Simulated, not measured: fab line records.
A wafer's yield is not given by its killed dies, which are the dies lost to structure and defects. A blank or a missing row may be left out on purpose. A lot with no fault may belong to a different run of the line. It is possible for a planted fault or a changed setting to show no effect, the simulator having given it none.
fab line records	flow n5_finfet	part 1 of 2: steps 1 to 3 of 6
record lots=22	wafers=66	last_day=18
route steps=1938 shown BEOL_M7@1310 BEOL_M8@1347 BEOL_M9@1414
lots that met no fault: from a run of the same line without faults
start_h: hours from the record's opening day to when the first of the lot's shown wafers began	wait_h: hours from the lot's prior step to this one	" same as the row above	L1.1+2: a single row standing in for several wafers	- value missing, or start not given	* or withheld: withheld	< > ~ a bound
route shown NAME@n: names a module that has steps shown in the file, with the first one's number in the route	usual: the fault-free wafers' mean and standard deviation	same: alike in all rows	chamber/n: place in a boat	sites: per-site readings	_std_site: the standard deviation of these	_edge_site: inner sites' mean taken away from outer sites' mean	radius_mm: how far each site lies from the wafer's centre	mask NAME#n: copy n	behind: the tool/chamber that last shaped the wafer	hold: reason for holding the lot/hours on hold/outcome of the hold	device: whichever transistor did not switch (one of n, p or np)	end of line: tests run on the same wafers once the route is complete	where a step has no rows: the recipe by itself	killed: dies that structure and defects cost at the first sort, which is not the same as the wafer's yield	map: a wafer's dies, marking killed ones x, the rest . and places with no die _
set.NAME: the setting as run; set.NAME@STEP: as run at that earlier step	model.NAME: the simulator's own value behind a step, which no gauge read
route steps across a sampled set of lots; one table per step, one row per wafer
services: the hour from which a tool's chamber was out of use, counted from the record's first day as start_h (under 0 if before that day), plus the number of hours and why
## steps
# step N5_BEOL_M7_STRIP_80
# recipe chemistry=N2/H2	time_s=10	power_w=450	temp_c=40	pressure_mtorr=20	rf_frequency_hz=6e+07	bias_power_w=7	n2_flow_sccm=200	h2_flow_sccm=200
# usual bias_power_w=6.996/0.022	drypump_motor_current_A=6.0/0.46	oes_product_au=0.76/0.084	rf_vpp_V=59.1/0.84	showerhead_plenum_p_Torr=2.52/0.11	throttle_valve_pct=23.8/0.35
lot.wafer	tool	chamber	start_h	wait_h	bias_power_w	drypump_motor_current_A	oes_product_au	rf_hours_counter_h	rf_vpp_V	showerhead_plenum_p_Torr	throttle_valve_pct
L074.3	rie_diel-06	1	-	-	6.976	6.5	0.89	35	57.3	2.71	23.6
L074.5	"	2	"	"	7.015	5.6	0.70	-	58.4	2.47	24.0
L074.6	"	1	"	"	6.953	6.5	0.88	-	60.3	2.71	23.6
L076.1	rie_diel-03	0	-	-	7.013	5.7	0.76	161	60.6	2.64	24.1
L076.4	"	1	"	"	7.021	6.8	0.68	202	57.3	2.41	23.8
L076.6	"	0	"	"	6.999	5.7	0.76	-	59.4	2.64	24.1
L075.2	rie_diel-03	2	-	-	7.001	6.2	0.71	207	60.0	2.62	23.5
L075.5	"	3	"	"	7.030	5.8	0.79	-	59.5	2.46	23.5
L075.6	"	0	"	"	6.984	5.8	0.75	-	59.2	2.64	24.1
L077.2	rie_diel-06	3	-	-	6.980	5.9	0.77	132	58.3	2.34	23.5
L077.3	"	0	"	"	6.985	6.5	0.74	190	58.7	2.43	23.3
L077.4	"	0	"	"	6.996	6.5	0.74	-	60.2	2.43	23.3
L079.1	rie_diel-06	1	-	-	6.992	6.5	0.87	47	58.4	2.70	23.7
L079.4	"	1	"	"	7.017	6.5	0.87	-	60.2	2.70	23.6
L079.6	"	0	"	"	6.976	6.5	0.74	-	57.4	2.42	23.3
L081.2	rie_diel-06	1	-	-	6.957	6.5	0.87	48	59.7	2.70	23.6
L081.4	"	2	"	"	7.017	5.6	1.00	1	57.9	2.47	23.8
L081.6	"	3	"	"	6.972	5.8	0.76	-	57.3	2.34	23.5
L080.1	rie_diel-03	0	-	-	6.980	5.8	0.74	172	60.1	2.63	24.1
L080.2	"	1	"	"	6.997	6.8	0.67	214	59.0	2.40	23.8
L080.3	"	3	"	"	6.976	5.8	0.77	128	60.7	2.46	23.5
L082.2	rie_diel-06	0	-	-	6.942	6.6	0.73	202	59.0	2.42	23.3
L082.3	"	1	"	"	6.951	6.5	0.86	51	59.5	2.70	23.7
L082.6	"	0	"	"	6.974	6.5	0.74	-	59.2	2.42	23.3
L083.1	rie_diel-01	0	-	-	7.023	5.5	0.68	244	58.6	2.51	24.0
L083.3	"	2	"	"	7.023	5.4	0.70	207	58.9	2.63	23.8
L083.6	"	3	"	"	7.007	5.4	0.76	-	60.5	2.57	24.6
L084.1	rie_diel-01	2	-	-	7.023	5.4	0.70	208	59.2	2.63	23.8
L084.2	"	1	"	"	6.971	5.5	0.90	19	59.5	2.57	23.4
L084.5	"	2	"	"	7.016	5.4	0.70	-	59.9	2.63	23.8
L086.2	rie_diel-06	1	-	-	7.029	6.5	0.85	58	59.3	2.70	23.6
L086.4	"	0	"	"	6.996	6.5	0.73	209	58.3	2.42	23.4
L086.6	"	1	"	"	7.019	6.5	0.85	-	59.4	2.70	23.7
L085.4	rie_diel-06	2	-	-	6.987	5.6	0.96	11	59.9	2.47	23.8
L085.5	"	3	"	"	6.974	5.9	0.76	-	57.5	2.34	23.5
L085.6	"	2	"	"	7.019	5.6	0.97	-	59.0	2.47	23.8
L088.1	rie_diel-01	1	-	-	6.979	5.5	0.91	24	57.8	2.57	23.4
L088.2	"	2	"	"	6.981	5.5	0.71	213	59.2	2.62	23.8
L088.3	"	3	"	"	6.994	5.4	0.77	163	58.6	2.57	24.6
L087.1	rie_diel-01	2	-	-	7.003	5.4	0.71	215	59.8	2.62	23.8
L087.2	"	1	"	"	6.942	5.5	0.89	26	58.7	2.57	23.4
L087.3	"	3	"	"	6.997	5.4	0.75	164	59.5	2.57	24.6
L089.1	rie_diel-03	2	-	-	6.990	6.2	0.67	232	58.9	2.61	23.5
L089.3	"	0	"	"	6.991	5.7	0.74	185	59.7	2.63	24.2
L089.4	"	3	"	"	7.002	5.8	0.76	142	58.5	2.45	23.5
L091.3	rie_diel-03	1	-	-	6.973	6.8	0.66	232	60.4	2.39	23.8
L091.4	"	3	"	"	6.971	5.8	0.76	147	57.2	2.45	23.5
L091.6	"	0	"	"	7.016	5.8	0.73	-	60.7	2.63	24.2
L090.2	rie_diel-03	1	-	-	6.995	6.8	0.66	235	58.4	2.39	23.8
L090.3	"	3	"	"	7.014	5.8	0.75	149	59.8	2.45	23.5
L090.5	"	1	"	"	6.998	6.8	0.65	-	59.4	2.39	23.9
L093.1	rie_diel-01	1	-	-	6.977	5.5	0.87	37	58.4	2.56	23.4
L093.4	"	1	"	"	6.978	5.5	0.88	-	59.1	2.56	23.5
L093.6	"	2	"	"	7.010	5.4	0.70	-	58.7	2.62	23.9
L092.2	rie_diel-06	3	-	-	7.007	5.9	0.74	167	59.4	2.33	23.5
L092.4	"	0	"	"	6.994	6.5	0.72	227	58.6	2.41	23.4
L092.6	"	0	"	"	6.985	6.6	0.73	-	58.8	2.41	23.4
L094.1	rie_diel-03	0	-	-	6.988	5.7	0.72	199	58.5	2.62	24.2
L094.2	"	3	"	"	6.998	5.8	0.74	154	57.6	2.45	23.5
L094.3	"	2	"	"	6.957	6.2	0.66	243	59.8	2.60	23.5
L095.3	rie_diel-01	1	-	-	7.013	5.5	0.87	42	58.4	2.56	23.5
L095.5	"	3	"	"	6.989	5.4	0.74	-	59.8	2.56	24.6
L095.6	"	0	"	"	6.991	5.5	0.96	-	59.6	2.51	23.7
L096.2	rie_diel-03	1	-	-	6.952	6.8	0.66	241	58.9	2.39	23.9
L096.3	"	2	"	"	7.018	6.2	0.67	244	58.0	2.60	23.5
L096.5	"	0	"	"	7.008	5.7	0.72	-	59.4	2.62	24.2
# step N5_BEOL_M8_INSPECT_13
# recipe mode=adi	inspect_instrument=brightfield
# usual raw_defect_count=439/140
lot.wafer	tool	chamber	start_h	wait_h	raw_defect_count
L074.3	defect_inspect-02	-	191.99	0.0	406
L074.5	"	-	"	"	287
L074.6	"	-	"	"	471
L076.1	defect_inspect-02	-	201.77	0.2	479
L076.4	"	-	"	"	495
L076.6	"	-	"	"	330
L075.2	defect_inspect-02	-	204.35	0.0	320
L075.5	"	-	"	"	552
L075.6	"	-	"	"	353
L077.2	defect_inspect-01	-	210.93	0.0	488
L077.3	"	-	"	"	493
L077.4	"	-	"	"	616
L079.1	defect_inspect-02	-	228.11	0.0	377
L079.4	"	-	"	"	378
L079.6	"	-	"	"	365
L081.2	defect_inspect-02	-	230.93	0.0	507
L081.4	"	-	"	"	271
L081.6	"	-	"	"	536
L080.1	defect_inspect-01	-	235.86	0.0	511
L080.2	"	-	"	"	564
L080.3	"	-	"	"	671
L082.2	defect_inspect-02	-	246.10	0.0	483
L082.3	"	-	"	"	468
L082.6	"	-	"	"	442
L083.1	defect_inspect-02	-	256.30	0.0	508
L083.3	"	-	"	"	440
L083.6	"	-	"	"	406
L084.1	defect_inspect-01	-	258.67	0.0	755
L084.2	"	-	"	"	586
L084.5	"	-	"	"	690
L086.2	defect_inspect-01	-	269.92	0.0	615
L086.4	"	-	"	"	680
L086.6	"	-	"	"	536
L085.4	defect_inspect-02	-	274.12	0.0	263
L085.5	"	-	"	"	346
L085.6	"	-	"	"	200
L088.1	defect_inspect-01	-	274.37	0.0	776
L088.2	"	-	"	"	569
L088.3	"	-	"	"	605
L087.1	defect_inspect-01	-	279.47	0.0	367
L087.2	"	-	"	"	416
L087.3	"	-	"	"	260
L089.1	defect_inspect-01	-	286.15	0.0	336
L089.3	"	-	"	"	388
L089.4	"	-	"	"	304
L091.3	defect_inspect-02	-	300.63	0.0	429
L091.4	"	-	"	"	317
L091.6	"	-	"	"	387
L090.2	defect_inspect-02	-	313.45	0.0	322
L090.3	"	-	"	"	351
L090.5	"	-	"	"	360
L093.1	defect_inspect-01	-	313.67	0.0	424
L093.4	"	-	"	"	360
L093.6	"	-	"	"	350
L092.2	defect_inspect-01	-	323.51	0.0	512
L092.4	"	-	"	"	385
L092.6	"	-	"	"	476
L094.1	defect_inspect-01	-	331.92	0.0	294
L094.2	"	-	"	"	304
L094.3	"	-	"	"	336
L095.3	defect_inspect-01	-	333.83	0.0	542
L095.5	"	-	"	"	459
L095.6	"	-	"	"	374
L096.2	defect_inspect-02	-	334.32	0.0	336
L096.3	"	-	"	"	395
L096.5	"	-	"	"	399
# step N5_BEOL_M8_DESCUM_33
# recipe chemistry=O2	time_s=7	source_power_w=50	bias_power_w=20	pressure_mtorr=20	rf_frequency_hz=2.712e+07	temp_c=40	resist=CAR-EUV	o2_flow_sccm=225
# usual bias_power_w=19.99/0.061	drypump_motor_current_A=5.7/0.41	o2_flow_sccm=225.1/0.68	oes_product_au=0.83/0.099	rf_vpp_V=243.2/1.5	showerhead_plenum_p_Torr=2.09/0.09	throttle_valve_pct=20.25/0.21
lot.wafer	tool	chamber	start_h	wait_h	bias_power_w	drypump_motor_current_A	o2_flow_sccm	oes_product_au	rf_hours_counter_h	rf_vpp_V	showerhead_plenum_p_Torr	throttle_valve_pct
L074.3	rie_diel-04	0	193.22	0.1	20.05	5.6	224.9	0.86	56	245.4	2.23	20.48
L074.5	"	3	"	"	20.03	6.1	224.7	0.93	-	242.5	2.04	19.96
L074.6	"	2	"	"	19.94	5.3	224.8	0.67	-	242.2	2.04	20.55
L076.1	rie_diel-04	3	202.76	0.1	19.91	6.0	224.0	0.93	21	242.5	2.04	19.98
L076.4	"	0	"	"	20.08	5.6	225.8	0.86	-	243.7	2.22	20.50
L076.6	"	2	"	"	20.09	5.3	224.7	0.68	-	242.8	2.04	20.56
L075.2	rie_diel-05	0	206.14	0.0	19.98	5.1	225.7	0.94	17	245.2	2.14	19.86
L075.5	"	0	"	"	19.94	5.1	226.3	0.95	-	243.5	2.14	19.87
L075.6	"	2	"	"	19.95	5.4	224.5	0.74	-	241.3	1.90	20.26
L077.2	rie_diel-04	3	212.14	0.1	19.98	6.1	225.6	0.91	25	242.5	2.04	19.97
L077.3	"	2	"	"	19.96	5.3	225.7	0.67	255	242.4	2.04	20.56
L077.4	"	0	"	"	19.96	5.6	226.1	0.85	-	244.8	2.22	20.47
L079.1	rie_diel-02	0	230.86	0.0	19.98	6.1	225.3	0.67	233	242.3	2.00	20.43
L079.4	"	3	"	"	20.01	6.5	225.7	0.68	228	243.8	2.07	20.25
L079.6	"	1	"	"	19.97	5.9	224.7	0.89	-	243.6	2.17	20.32
L081.2	rie_diel-02	2	232.15	0.2	20.09	5.6	225.3	0.97	1	242.2	2.04	20.12
L081.4	"	1	"	"	19.97	5.9	225.6	0.91	-	243.9	2.17	20.33
L081.6	"	0	"	"	19.94	6.1	224.1	0.67	-	240.1	2.00	20.43
L080.1	rie_diel-05	1	238.48	0.7	20.08	6.2	224.2	0.73	180	243.5	2.16	20.49
L080.2	"	2	"	"	20.07	5.5	225.7	0.73	195	241.0	1.90	20.29
L080.3	"	3	"	"	19.99	5.5	226.5	0.87	38	243.1	2.01	20.30
L082.2	rie_diel-04	1	247.14	0.0	20.02	5.5	226.8	0.68	227	243.9	2.17	20.30
L082.3	"	0	"	"	19.91	5.6	225.6	0.83	80	244.9	2.22	20.51
L082.6	"	3	"	"	20.09	6.0	224.4	0.88	-	241.6	2.04	19.99
L083.1	rie_diel-04	1	257.35	0.0	20.00	5.5	224.9	0.67	230	245.3	2.17	20.32
L083.3	"	3	"	"	20.02	6.1	224.7	0.89	44	243.3	2.03	19.99
L083.6	"	1	"	"	20.11	5.5	225.3	0.67	-	243.6	2.17	20.30
L084.1	rie_diel-05	2	261.20	0.4	20.02	5.4	225.7	0.73	201	240.2	1.89	20.30
L084.2	"	3	"	"	19.98	5.6	226.1	0.87	45	243.5	2.01	20.31
L084.5	"	3	"	"	20.01	5.6	225.0	0.86	-	242.9	2.01	20.31
L086.2	rie_diel-02	2	271.12	0.0	19.93	5.6	225.4	0.91	15	242.6	2.04	20.16
L086.4	"	1	"	"	19.96	5.9	225.5	0.86	45	244.4	2.17	20.36
L086.6	"	3	"	"	19.87	6.5	225.4	0.67	-	244.1	2.06	20.28
L085.4	rie_diel-05	1	275.31	0.2	19.92	6.1	225.6	0.73	191	245.2	2.16	20.51
L085.5	"	1	"	"	19.93	6.1	225.3	0.72	-	245.0	2.16	20.50
L085.6	"	0	"	"	20.02	5.1	224.4	0.90	-	242.9	2.13	19.89
L088.1	rie_diel-02	2	275.47	0.1	20.06	5.6	223.9	0.91	16	241.6	2.04	20.15
L088.2	"	3	"	"	20.02	6.6	224.1	0.67	242	243.6	2.06	20.30
L088.3	"	1	"	"	19.94	5.9	224.3	0.86	46	244.0	2.17	20.34
L087.1	rie_diel-04	2	281.02	0.0	19.97	5.3	224.7	0.94	11	242.4	2.03	20.17
L087.2	"	3	"	"	19.98	6.1	225.5	0.86	53	240.9	2.03	20.02
L087.3	"	1	"	"	19.84	5.5	225.7	0.67	239	244.9	2.16	20.33
L089.1	rie_diel-02	3	287.54	0.1	19.94	6.6	226.3	0.66	247	243.2	2.06	20.29
L089.3	"	1	"	"	19.93	5.9	224.2	0.85	52	243.4	2.16	20.36
L089.4	"	3	"	"	19.99	6.6	225.1	0.66	-	244.1	2.06	20.29
L091.3	rie_diel-02	0	302.91	0.6	19.96	6.2	225.2	0.94	7	245.0	2.25	20.05
L091.4	"	0	"	"	19.98	6.1	225.3	0.95	-	245.2	2.25	20.06
L091.6	"	2	"	"	20.01	5.6	224.8	0.88	-	243.5	2.03	20.19
L090.2	rie_diel-02	2	315.14	0.0	20.05	5.6	225.2	0.87	37	243.3	2.03	20.19
L090.3	"	0	"	"	20.05	6.1	225.5	0.93	13	244.2	2.25	20.07
L090.5	"	1	"	"	19.93	5.9	223.9	0.83	-	242.3	2.16	20.40
L093.1	rie_diel-05	3	315.18	0.0	20.02	5.5	224.3	0.86	58	242.2	2.00	20.33
L093.4	"	0	"	"	20.05	5.1	224.2	0.88	50	244.4	2.13	19.88
L093.6	"	0	"	"	20.07	5.1	225.1	0.88	-	242.6	2.13	19.90
L092.2	rie_diel-05	1	325.09	0.0	19.98	6.2	226.8	0.73	203	243.7	2.15	20.53
L092.4	"	3	"	"	20.08	5.5	224.2	0.86	61	242.7	2.00	20.34
L092.6	"	1	"	"	19.95	6.2	225.6	0.72	-	244.5	2.15	20.53
L094.1	rie_diel-02	2	333.54	0.4	20.02	5.6	226.2	0.85	42	243.0	2.03	20.18
L094.2	"	1	"	"	20.07	5.9	224.4	0.82	73	243.1	2.16	20.39
L094.3	"	3	"	"	20.11	6.6	223.9	0.95	7	243.5	2.06	19.95
L096.2	rie_diel-04	1	336.30	0.0	19.94	5.4	224.3	0.93	7	243.4	2.16	20.05
L096.3	"	2	"	"	19.99	5.3	224.3	0.89	36	242.5	2.02	20.19
L096.5	"	2	"	"	19.94	5.3	224.5	0.88	-	242.3	2.02	20.20
L095.3	rie_diel-05	2	337.86	0.0	19.88	5.4	225.7	0.72	223	240.1	1.89	20.34
L095.5	"	0	"	"	20.00	5.1	224.8	0.87	-	244.6	2.13	19.90
L095.6	"	3	"	"	19.97	5.6	225.2	0.84	-	241.9	2.00	20.33
